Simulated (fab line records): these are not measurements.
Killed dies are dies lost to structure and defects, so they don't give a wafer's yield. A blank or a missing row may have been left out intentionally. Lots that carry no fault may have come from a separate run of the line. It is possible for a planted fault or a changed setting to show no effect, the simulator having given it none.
Which tool did it? | flow n5 finfet | 24 lots, 72 wafers sampled, at 6 steps of a route of 1938

## WHAT THE GAUGES SHOWED, per wafer
N5_BEOL_M3_OVL_MEAS_12.
lot  | measured     | on         | M3_OVL (nm)
L075 | day 7 16:47  | overlay-01 | -0.4 -0.6 -0.6
L074 | day 7 17:01  | overlay-02 | -0.2 0.4 0.9
L076 | day 7 20:14  | overlay-02 | 0.4 0.4 0.6
L077 | day 7 22:18  | overlay-01 | -0.2 0.7 0.9
L078 | day 8 02:58  | overlay-02 | -0.5 -0.5 0.5
L080 | day 8 13:22  | overlay-01 | -0.3 -1.3 -0.4
L079 | day 8 14:26  | overlay-01 | -0.1 -0.1 0.6
L082 | day 9 04:34  | overlay-01 | -1.7 -0.3 -1.7
L081 | day 9 07:11  | overlay-01 | -0.3 -1.5 -0.3
L084 | day 9 23:52  | overlay-01 | -0.3 0.3 -0.3
L083 | day 10 02:49 | overlay-01 | -0.6 0.3 -0.5
L085 | day 10 08:25 | overlay-01 | -0.2 0.1 -0.9
L086 | day 10 15:14 | overlay-01 | -0.3 0.1 1.0
L087 | day 10 16:10 | overlay-01 | -0.7 -0.1 0.2
L088 | day 11 00:02 | overlay-01 | 0.3 0.2 -0.3
L090 | day 11 00:32 | overlay-01 | -0.7 -1.3 -1.7
L089 | day 11 01:34 | overlay-01 | -0.1 0.7 1.1
L091 | day 12 16:40 | overlay-01 | 0.4 1.0 0.1
L093 | day 12 21:58 | overlay-01 | 0.2 0.1 1.3
L092 | day 12 23:58 | overlay-01 | -0.4 -0.8 -0.2
L094 | day 13 07:32 | overlay-01 | -1.1 -0.3 -0.9
L096 | day 14 05:47 | overlay-01 | 0.2 -0.3 -0.4
L095 | day 14 06:32 | overlay-01 | 0.5 0.0 0.0
L097 | day 14 15:40 | overlay-01 | -0.8 0.7 0.2

N5_BEOL_M3_CD_MEAS_18: pitch 36 nm, target cd 18 nm.
lot  | measured     | on        | cd nm (nm)
L075 | day 7 17:24  | cd sem-03 | 18.3 19.1 18.8
L074 | day 7 17:36  | cd sem-03 | 18.0 18.8 17.6
L076 | day 7 20:45  | cd sem-02 | 18.3 18.6 18.2
L077 | day 7 23:08  | cd sem-03 | 18.4 18.2 18.4
L078 | day 8 03:29  | cd sem-02 | 18.1 18.6 18.3
L080 | day 8 13:53  | cd sem-03 | 18.3 18.5 18.8
L079 | day 8 15:02  | cd sem-02 | 18.7 17.8 18.0
L082 | day 9 05:05  | cd sem-01 | 18.8 18.5 18.7
L081 | day 9 07:43  | cd sem-01 | 18.2 18.1 18.4
L084 | day 10 00:23 | cd sem-01 | 18.4 18.0 18.4
L083 | day 10 03:19 | cd sem-03 | 18.4 17.5 17.5
L085 | day 10 09:28 | cd sem-01 | 17.9 18.2 18.6
L086 | day 10 16:00 | cd sem-01 | 18.5 18.8 18.1
L087 | day 10 16:42 | cd sem-03 | 18.1 18.5 18.5
L088 | day 11 00:34 | cd sem-03 | 18.4 18.2 18.5
L090 | day 11 01:04 | cd sem-01 | 17.4 17.9 18.0
L089 | day 11 02:10 | cd sem-03 | 18.4 18.6 18.1
L091 | day 12 17:37 | cd sem-01 | 17.5 17.7 17.8
L093 | day 12 22:34 | cd sem-03 | 17.6 18.2 17.8
L092 | day 13 00:37 | cd sem-02 | 18.2 18.0 18.8
L094 | day 13 08:05 | cd sem-02 | 17.9 17.4 17.6
L096 | day 14 06:20 | cd sem-01 | 18.8 18.2 18.8
L095 | day 14 07:03 | cd sem-03 | 17.8 18.7 18.1
L097 | day 14 16:13 | cd sem-02 | 18.6 19.0 17.9

N5_BEOL_M3_OVL_MEAS_29.
lot  | measured     | on         | V2_OVL (nm)
L075 | day 7 17:46  | overlay-01 | -0.2 1.1 0.9
L074 | day 7 17:58  | overlay-01 | 1.0 -0.3 0.1
L076 | day 7 21:07  | overlay-01 | 1.3 0.9 1.0
L077 | day 7 23:29  | overlay-02 | 0.0 -1.0 -1.5
L078 | day 8 03:50  | overlay-01 | 0.3 -0.4 -0.8
L080 | day 8 14:22  | overlay-02 | 0.4 0.8 0.7
L079 | day 8 15:23  | overlay-01 | 0.4 1.2 1.3
L082 | day 9 05:26  | overlay-01 | 0.1 -0.1 -0.7
L081 | day 9 08:04  | overlay-01 | 0.8 1.1 0.7
L084 | day 10 00:44 | overlay-01 | -0.3 -0.4 -0.1
L083 | day 10 03:48 | overlay-01 | -0.5 -0.1 1.9
L085 | day 10 09:49 | overlay-01 | 0.9 0.9 0.9
L086 | day 10 16:21 | overlay-01 | 1.0 -0.1 -0.4
L087 | day 10 17:04 | overlay-01 | 0.5 -0.6 0.9
L088 | day 11 01:02 | overlay-01 | -0.2 0.4 -0.1
L090 | day 11 01:32 | overlay-01 | 0.3 0.4 2.0
L089 | day 11 02:38 | overlay-01 | 0.8 -0.2 0.3
L091 | day 12 17:58 | overlay-01 | 0.9 -0.1 0.5
L093 | day 12 22:56 | overlay-01 | 1.7 1.6 0.9
L092 | day 13 01:05 | overlay-01 | 0.4 1.2 0.4
L094 | day 13 08:33 | overlay-01 | 1.0 0.2 -1.0
L096 | day 14 06:41 | overlay-01 | -1.5 -0.9 -0.6
L095 | day 14 07:24 | overlay-01 | -0.1 0.9 -0.5
L097 | day 14 16:35 | overlay-02 | 1.1 1.4 0.1

## WHAT TOOL EACH LOT RAN ON (gives the tool, then ch and the chambers of the sampled wafers, and finally the start)
lot  | N5_BEOL_M2_SPUTTER_48        | N5_BEOL_M2_SPUTTER_88        | N5_BEOL_M2_SPUTTER_96
L075 | pvd sputter-03, day 7 11:59  | pvd sputter-03, day 7 12:52  | pvd sputter-03, day 7 13:44
L074 | pvd sputter-02, day 7 12:02  | pvd sputter-02, day 7 12:55  | pvd sputter-02, day 7 13:48
L076 | pvd sputter-02, day 7 15:58  | pvd sputter-02, day 7 16:50  | pvd sputter-02, day 7 17:43
L077 | pvd sputter-02, day 7 17:50  | pvd sputter-02, day 7 18:43  | pvd sputter-02, day 7 19:36
L078 | pvd sputter-02, day 7 22:36  | pvd sputter-02, day 7 23:29  | pvd sputter-02, day 8 00:22
L080 | pvd sputter-02, day 8 07:25  | pvd sputter-02, day 8 08:17  | pvd sputter-02, day 8 09:10
L079 | pvd sputter-02, day 8 10:43  | pvd sputter-02, day 8 11:35  | pvd sputter-02, day 8 12:28
L082 | pvd sputter-02, day 9 00:58  | pvd sputter-02, day 9 01:50  | pvd sputter-02, day 9 02:43
L081 | pvd sputter-01, day 9 01:16  | pvd sputter-01, day 9 02:08  | pvd sputter-01, day 9 03:01
L084 | pvd sputter-03, day 9 18:47  | pvd sputter-03, day 9 19:40  | pvd sputter-03, day 9 20:33
L083 | pvd sputter-01, day 9 20:05  | pvd sputter-01, day 9 20:58  | pvd sputter-01, day 9 23:37
L085 | pvd sputter-02, day 10 03:24 | pvd sputter-02, day 10 04:17 | pvd sputter-02, day 10 05:10
L086 | pvd sputter-02, day 10 09:43 | pvd sputter-02, day 10 10:35 | pvd sputter-02, day 10 11:28
L087 | pvd sputter-02, day 10 11:46 | pvd sputter-02, day 10 12:39 | pvd sputter-02, day 10 13:32
L088 | pvd sputter-01, day 10 17:18 | pvd sputter-01, day 10 18:11 | pvd sputter-01, day 10 19:04
L090 | pvd sputter-03, day 10 20:08 | pvd sputter-03, day 10 21:01 | pvd sputter-03, day 10 21:53
L089 | pvd sputter-03, day 10 22:01 | pvd sputter-03, day 10 22:53 | pvd sputter-03, day 10 23:46
L091 | pvd sputter-02, day 12 10:04 | pvd sputter-02, day 12 10:56 | pvd sputter-02, day 12 11:49
L093 | pvd sputter-01, day 12 15:43 | pvd sputter-01, day 12 16:36 | pvd sputter-01, day 12 17:29
L092 | pvd sputter-03, day 12 19:35 | pvd sputter-03, day 12 20:28 | pvd sputter-03, day 12 21:21
L094 | pvd sputter-01, day 13 01:42 | pvd sputter-01, day 13 02:35 | pvd sputter-01, day 13 03:28
L096 | pvd sputter-02, day 13 23:59 | pvd sputter-02, day 14 00:52 | pvd sputter-02, day 14 01:44
L095 | pvd sputter-02, day 14 02:39 | pvd sputter-02, day 14 03:32 | pvd sputter-02, day 14 04:25
L097 | pvd sputter-03, day 14 10:42 | pvd sputter-03, day 14 11:35 | pvd sputter-03, day 14 12:28
- N5_BEOL_M2_SPUTTER_48: material Cu, target thk 4.5 nm, time 8.29 s.
- N5_BEOL_M2_SPUTTER_88: material Cu, target thk 4.5 nm, time 8.29 s.
- N5_BEOL_M2_SPUTTER_96: material Cu, target thk 4.5 nm, time 8.29 s.

## AS READ BY THE TOOLS THEMSELVES (means over the sampled wafers that have a number; for cases with no such wafer, the mark the record gives instead)
N5_BEOL_M2_SPUTTER_48.
lot  | tool           | throttle valve pct (%)
L075 | pvd sputter-03 | 29.4
L074 | pvd sputter-02 | 29.8
L076 | pvd sputter-02 | 29.0
L077 | pvd sputter-02 | 28.6
L078 | pvd sputter-02 | 29.2
L080 | pvd sputter-02 | 28.3
L079 | pvd sputter-02 | 30.2
L082 | pvd sputter-02 | 29.2
L081 | pvd sputter-01 | 29.5
L084 | pvd sputter-03 | 30.1
L083 | pvd sputter-01 | 29.8
L085 | pvd sputter-02 | 30.0
L086 | pvd sputter-02 | 29.8
L087 | pvd sputter-02 | 29.0
L088 | pvd sputter-01 | 30.0
L090 | pvd sputter-03 | 30.3
L089 | pvd sputter-03 | 30.1
L091 | pvd sputter-02 | 30.0
L093 | pvd sputter-01 | 30.0
L092 | pvd sputter-03 | 30.0
L094 | pvd sputter-01 | 29.9
L096 | pvd sputter-02 | 30.0
L095 | pvd sputter-02 | 29.7
L097 | pvd sputter-03 | 30.0

N5_BEOL_M2_SPUTTER_88.
lot  | tool           | throttle valve pct (%)
L075 | pvd sputter-03 | 29.5
L074 | pvd sputter-02 | 29.6
L076 | pvd sputter-02 | 28.9
L077 | pvd sputter-02 | 28.4
L078 | pvd sputter-02 | 29.0
L080 | pvd sputter-02 | 28.5
L079 | pvd sputter-02 | 30.0
L082 | pvd sputter-02 | 28.9
L081 | pvd sputter-01 | 29.7
L084 | pvd sputter-03 | 30.0
L083 | pvd sputter-01 | 29.7
L085 | pvd sputter-02 | 29.8
L086 | pvd sputter-02 | 29.9
L087 | pvd sputter-02 | 28.8
L088 | pvd sputter-01 | 29.9
L090 | pvd sputter-03 | 30.3
L089 | pvd sputter-03 | 29.9
L091 | pvd sputter-02 | 30.1
L093 | pvd sputter-01 | 29.8
L092 | pvd sputter-03 | 29.9
L094 | pvd sputter-01 | 29.9
L096 | pvd sputter-02 | 30.0
L095 | pvd sputter-02 | 29.8
L097 | pvd sputter-03 | 30.0

N5_BEOL_M2_SPUTTER_96.
lot  | tool           | throttle valve pct (%)
L075 | pvd sputter-03 | 29.5
L074 | pvd sputter-02 | 29.8
L076 | pvd sputter-02 | 28.9
L077 | pvd sputter-02 | 28.7
L078 | pvd sputter-02 | 29.1
L080 | pvd sputter-02 | 28.6
L079 | pvd sputter-02 | 30.0
L082 | pvd sputter-02 | 28.9
L081 | pvd sputter-01 | 29.5
L084 | pvd sputter-03 | 30.0
L083 | pvd sputter-01 | 29.9
L085 | pvd sputter-02 | 29.6
L086 | pvd sputter-02 | 29.7
L087 | pvd sputter-02 | 29.0
L088 | pvd sputter-01 | 29.9
L090 | pvd sputter-03 | 30.2
L089 | pvd sputter-03 | 30.1
L091 | pvd sputter-02 | 30.0
L093 | pvd sputter-01 | 29.8
L092 | pvd sputter-03 | 29.9
L094 | pvd sputter-01 | 29.8
L096 | pvd sputter-02 | 30.0
L095 | pvd sputter-02 | 29.8
L097 | pvd sputter-03 | 30.0

## THE ANSWER, worked out from the rows above alone
Rule: the lots themselves supply what counts as usual. Put in order of their means at a reading, lots are off if they are a third of the lots or fewer, leave a main group of 4 or more, and stand apart from it by a gap of 3 or more times the standard deviation of the main group's means; of several such gaps the widest counts. Not used: any main group whose means are identical at the precision the tables above print for the reading. Also off: a lot with no number at a reading for which 4 or more lots have one. Where the step has rows for the other lots, those lots are counted as sound. Order of review: gauges by route order, followed by the tools' own readings, for which a lot's mean as printed above is used. At the first step where some lot is off, the reading lying furthest off is the one used; lots without a number count as furthest.
No lot is off at any reading shown: from this, nothing can be told.

## WHAT WAS PUT IN BY THE SIMULATOR
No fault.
